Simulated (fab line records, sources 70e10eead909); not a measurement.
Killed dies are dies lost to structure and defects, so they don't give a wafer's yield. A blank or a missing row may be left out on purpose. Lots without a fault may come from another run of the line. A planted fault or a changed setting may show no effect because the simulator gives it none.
fab line records | flow nand_harc | part 2 of 2: steps 24 to 35 of 35
record lots=5 wafers=15 last_day=33
route steps=1302 shown A_CHANNEL_FILL_D2@629 A_STAIRCASE@639
lots that met no fault: from a run of the same line without faults
start_h: hours from the record's first day to the start of the lot's first wafer shown | wait_h: hours since the lot's step before | " the same as in the row above | L1.1+2: a row that stands for several wafers | - no value, or no start given | * or withheld: withheld | < > ~ a bound
route shown NAME@n: a module of which the file shows steps, and the number in the route of the first | usual: mean/standard deviation of fault-free wafers | same: alike in all rows | chamber/n: place in a boat | sites: the reading at each site | _std_site: their standard deviation | _edge_site: outer sites' mean less inner sites' | radius_mm: how far each site lies from the wafer's centre | mask NAME#n: copy n | behind: the tool/chamber that last shaped the wafer | hold: why the lot was held/for how many hours/how that ended | device: the transistor (n, p or np) that didn't switch | end of line: the same wafers' tests at the end of the route | a step without rows: its recipe alone | killed: dies lost to structure and defects at the first sort, not the wafer's yield | map: a wafer's dies, x killed, . not, _ none there
set.NAME: the setting as run; set.NAME@STEP: as run at that earlier step | model.NAME: the simulator's own value behind a step, which no gauge read
lots at some steps of the route; a table a step, a row a wafer
services: from which hour (start_h, from the record's first day; less than 0 if before it) a tool's chamber was out of use, for how many hours, and why
## steps
# step NHARC_A_STAIRCASE_PRECLEAN_173
# recipe time_s=* temp_c=50 bath_age_min=0 chemistry=SC1
# usual sc1_h2o2_end_mol_l=0.3697/0.00064
# columns lot.wafer tool chamber start_h wait_h sc1_h2o2_end_mol_l
L083.3 wet_bench-07 5 - - 0.3691
L083.5 " 6 " " 0.3695
L083.1 " 0 " " 0.3702
L090.2 wet_bench-07 0 - - 0.3692
L090.4 " 1 " " 0.3697
L090.6 " 2 " " 0.3697
L093.4 wet_bench-07 0 - - 0.3697
L093.6 " 3 " " 0.3692
L093.5 " 4 " " 0.3696
L095.1 wet_bench-04 4 - - 0.3693
L095.4 " 5 " " 0.3697
L095.5 " 0 " " 0.3700
L096.5 wet_bench-04 7 - - 0.3699
L096.3 " 0 " " 0.3700
L096.4 " 1 " " 0.3702
# step NHARC_A_STAIRCASE_SRD_174
# columns lot.wafer tool chamber start_h wait_h
L083.3+5+1 wet_bench-07 5,6,0 - -
L090.2+4+6 wet_bench-07 0,1,2 - -
L093.4+6+5 wet_bench-07 0,3,4 - -
L095.1+4+5 wet_bench-04 4,5,0 - -
L096.5+3+4 wet_bench-04 7,0,1 - -
# step NHARC_A_STAIRCASE_DEHYDRATE_01
# recipe temp_c=150 time_s=120
# usual heater_power_total_W=182.5/1.3 plate_temp_C=149.95/0.16
# columns lot.wafer tool chamber start_h wait_h heater_power_total_W plate_temp_C
L083.1 litho_track-07 0 451.61 - 184.7 150.13
L083.3 " 0 " " 180.7 150.04
L083.5 " 0 " " 184.8 149.92
L090.2 litho_track-02 0 505.67 - 183.8 150.07
L090.4 " 0 " " 183.7 149.92
L090.6 " 0 " " 180.9 149.74
L093.4 litho_track-07 0 530.37 - 181.2 149.86
L093.5 " 0 " " 181.8 150.13
L093.6 " 0 " " 181.0 150.17
L095.1 litho_track-02 0 549.56 - 184.3 149.89
L095.4 " 0 " " 182.3 150.07
L095.5 " 0 " " 183.9 149.87
L096.3 litho_track-07 0 572.89 - 181.8 150.25
L096.4 " 0 " " 181.7 150.02
L096.5 " 0 " " 183.1 150.10
# step NHARC_A_STAIRCASE_HMDS_02
# recipe time_s=30
# columns lot.wafer tool chamber start_h wait_h
L083.1+3+5 litho_track-07 0 - -
L090.2+4+6 litho_track-02 0 - -
L093.4+5+6 litho_track-07 0 - -
L095.1+4+5 litho_track-02 0 - -
L096.3+4+5 litho_track-07 0 - -
# step NHARC_A_STAIRCASE_COAT_03
# recipe spin_rpm=1200
# columns lot.wafer tool chamber start_h wait_h
L083.1+3+5 litho_track-07 0 - -
L090.2+4+6 litho_track-02 0 - -
L093.4+5+6 litho_track-07 0 - -
L095.1+4+5 litho_track-02 0 - -
L096.3+4+5 litho_track-07 0 - -
# step NHARC_A_STAIRCASE_SOFTBAKE_04
# recipe temp_c=135 time_s=170
# usual heater_power_total_W=134.4/0.93 plate_temp_C=135.03/0.13
# columns lot.wafer tool chamber start_h wait_h heater_power_total_W plate_temp_C
L083.1 litho_track-07 0 - - 135.5 135.34
L083.3 " 0 " " 133.5 135.19
L083.5 " 0 " " 134.2 135.02
L090.2 litho_track-02 0 - - 134.3 134.91
L090.4 " 0 " " 133.3 134.79
L090.6 " 0 " " 133.6 135.19
L093.4 litho_track-07 0 - - 134.2 135.18
L093.5 " 0 " " 134.2 135.07
L093.6 " 0 " " 136.1 134.97
L095.1 litho_track-02 0 - - 134.1 135.02
L095.4 " 0 " " 133.8 135.01
L095.5 " 0 " " 135.6 135.02
L096.3 litho_track-07 0 - - 135.6 134.89
L096.4 " 0 " " 135.6 134.89
L096.5 " 0 " " 135.5 134.93
# step NHARC_A_STAIRCASE_EBR_05
# columns lot.wafer tool chamber start_h wait_h
L083.1+3+5 litho_track-07 0 - -
L090.2+4+6 litho_track-02 0 - -
L093.4+5+6 litho_track-07 0 - -
L095.1+4+5 litho_track-02 0 - -
L096.3+4+5 litho_track-07 0 - -
# step NHARC_A_STAIRCASE_EXPOSE_06
# recipe na=0.5 dose_mj=25.43 mask_id=STAIR
# usual stage_vel_mm_s=500.02/0.27
# columns lot.wafer tool chamber start_h wait_h mask stage_vel_mm_s
L083.1 krf_scanner-04 0 451.82 - STAIR#0 499.64
L083.3 " 0 " " STAIR#0 499.86
L083.5 " 0 " " STAIR#0 499.84
L090.2 krf_scanner-03 0 506.01 - STAIR#0 499.64
L090.4 " 0 " " STAIR#0 499.78
L090.6 " 0 " " STAIR#0 499.82
L093.4 krf_scanner-03 0 530.72 - STAIR#0 499.95
L093.5 " 0 " " STAIR#0 499.88
L093.6 " 0 " " STAIR#0 499.83
L095.1 krf_scanner-02 0 549.89 - STAIR#0 499.32
L095.4 " 0 " " STAIR#0 499.46
L095.5 " 0 " " STAIR#0 499.63
L096.3 krf_scanner-04 0 573.24 - STAIR#0 499.74
L096.4 " 0 " " STAIR#0 499.88
L096.5 " 0 " " STAIR#0 499.74
# step NHARC_A_STAIRCASE_PEB_07
# recipe peb_temp_c=115 peb_time_s=130
# usual heater_power_total_W=123.84/0.21 plate_temp_C=114.97/0.13
# columns lot.wafer tool chamber start_h wait_h heater_power_total_W plate_temp_C
L083.1 litho_track-07 0 451.89 0.1 123.94 115.08
L083.3 " 0 " " 123.70 114.98
L083.5 " 0 " " 123.96 115.15
L090.2 litho_track-02 0 506.07 0.1 124.06 115.03
L090.4 " 0 " " 124.08 114.91
L090.6 " 0 " " 123.40 115.10
L093.4 litho_track-07 0 530.77 0.0 123.94 115.06
L093.5 " 0 " " 123.72 115.07
L093.6 " 0 " " 123.75 114.97
L095.1 litho_track-03 0 549.96 0.1 123.61 115.04
L095.4 " 0 " " 123.59 115.23
L095.5 " 0 " " 123.48 114.99
L096.3 litho_track-07 0 573.30 0.1 124.03 114.82
L096.4 " 0 " " 123.83 114.94
L096.5 " 0 " " 123.48 114.92
# step NHARC_A_STAIRCASE_DEVELOP_08
# recipe time_s=140
# columns lot.wafer tool chamber start_h wait_h
L083.1+3+5 litho_track-07 0 - -
L090.2+4+6 litho_track-02 0 - -
L093.4+5+6 litho_track-07 0 - -
L095.1+4+5 litho_track-03 0 - -
L096.3+4+5 litho_track-07 0 - -
# step NHARC_A_STAIRCASE_HARDBAKE_10
# recipe temp_c=120 time_s=140
# usual heater_power_total_W=127.34/0.22
# columns lot.wafer tool chamber start_h wait_h heater_power_total_W
L083.1 litho_track-07 0 452.10 - 127.33
L083.3 " 0 " " 127.27
L083.5 " 0 " " 127.68
L090.2 litho_track-02 0 506.29 - 127.47
L090.4 " 0 " " 127.45
L090.6 " 0 " " 126.99
L093.4 litho_track-02 0 531.00 - 127.19
L093.5 " 0 " " 127.29
L093.6 " 0 " " 127.26
L095.1 litho_track-02 0 550.19 - 127.50
L095.4 " 0 " " 127.57
L095.5 " 0 " " 127.68
L096.3 litho_track-07 0 573.52 - 127.46
L096.4 " 0 " " 127.53
L096.5 " 0 " " 126.86
# step NHARC_A_STAIRCASE_DESCUM_11
# recipe time_s=3 o2_flow_sccm=200 ar_flow_sccm=0 bias_power_w=0 chemistry=O2
# usual drypump_motor_current_A=5.8/0.32 o2_flow_sccm=200.0/0.56 oes_product_au=1.004/0.012 rf_vpp_V=57.8/0.95 showerhead_plenum_p_Torr=1.91/0.11 throttle_valve_pct=11.312/0.0086
# columns lot.wafer tool chamber start_h wait_h drypump_motor_current_A o2_flow_sccm oes_product_au rf_hours_counter_h rf_vpp_V showerhead_plenum_p_Torr throttle_valve_pct
L083.3 rie_diel-01 2 452.21 - 5.7 200.0 1.020 18 57.6 1.77 11.327
L083.1 " 3 " " 5.8 200.2 1.009 21 58.3 2.05 11.317
L083.5 " 1 " " 6.4 199.5 1.010 - 59.0 1.80 11.307
L090.2 rie_diel-06 2 506.38 - 5.0 200.8 0.994 6 58.1 2.04 11.308
L090.6 " 2 " " 5.0 199.8 1.001 - 57.2 2.04 11.302
L090.4 " 0 " " 5.6 199.5 0.995 - 57.0 1.83 11.309
L093.6 rie_diel-12 0 531.15 - 5.9 200.6 1.005 - 57.8 2.05 11.292
L093.5 " 1 " " 5.8 199.8 0.995 - 56.9 1.97 11.332
L093.4 " 2 " " 6.2 200.4 1.022 - 57.9 1.82 11.317
L095.1 rie_diel-01 2 550.29 - 5.7 200.3 1.016 55 55.6 1.76 11.320
L095.4 " 0 " " 5.4 199.3 0.990 48 58.2 1.92 11.317
L095.5 " 2 " " 5.7 200.4 1.011 - 56.1 1.76 11.304
L096.3 rie_diel-06 0 573.61 - 5.6 200.1 1.023 30 57.8 1.82 11.306
L096.4 " 1 " " 5.7 199.8 0.997 30 57.1 1.89 11.310
L096.5 " 0 " " 5.6 200.4 1.014 - 57.7 1.82 11.302
## services
# columns tool chamber start_h hours kind
litho_track-07 - 426.00 7.0 pm
wet_bench-05 - 436.80 8.0 pm
rie_diel-06 - 441.74 0.7 repair
rie_diel-12 - 445.49 9.0 pm
litho_track-03 - 450.00 7.0 pm
rie_diel-01 - 451.33 0.6 repair
rie_diel-12 1 466.41 5.9 repair
krf_scanner-04 - 475.24 0.8 repair
rie_diel-06 - 484.22 9.0 pm
krf_scanner-04 - 491.52 0.2 repair
rie_diel-06 3 496.22 11.6 repair
wet_bench-07 - 503.57 1.5 repair
rie_diel-01 0 510.51 23.1 repair
rie_diel-01 1 511.08 4.7 repair
wet_bench-07 - 512.27 8.0 pm
krf_scanner-04 - 522.90 4.0 repair
krf_scanner-04 - 526.91 4.0 pm
wet_bench-09 - 528.80 8.0 pm
rie_diel-02 2 536.49 5.5 repair
wet_bench-06 - 545.60 8.0 pm
rie_diel-02 3 553.18 4.2 repair
rie_diel-06 3 554.15 5.6 repair
rie_diel-01 - 558.68 9.0 pm
rie_diel-02 - 570.70 9.0 pm
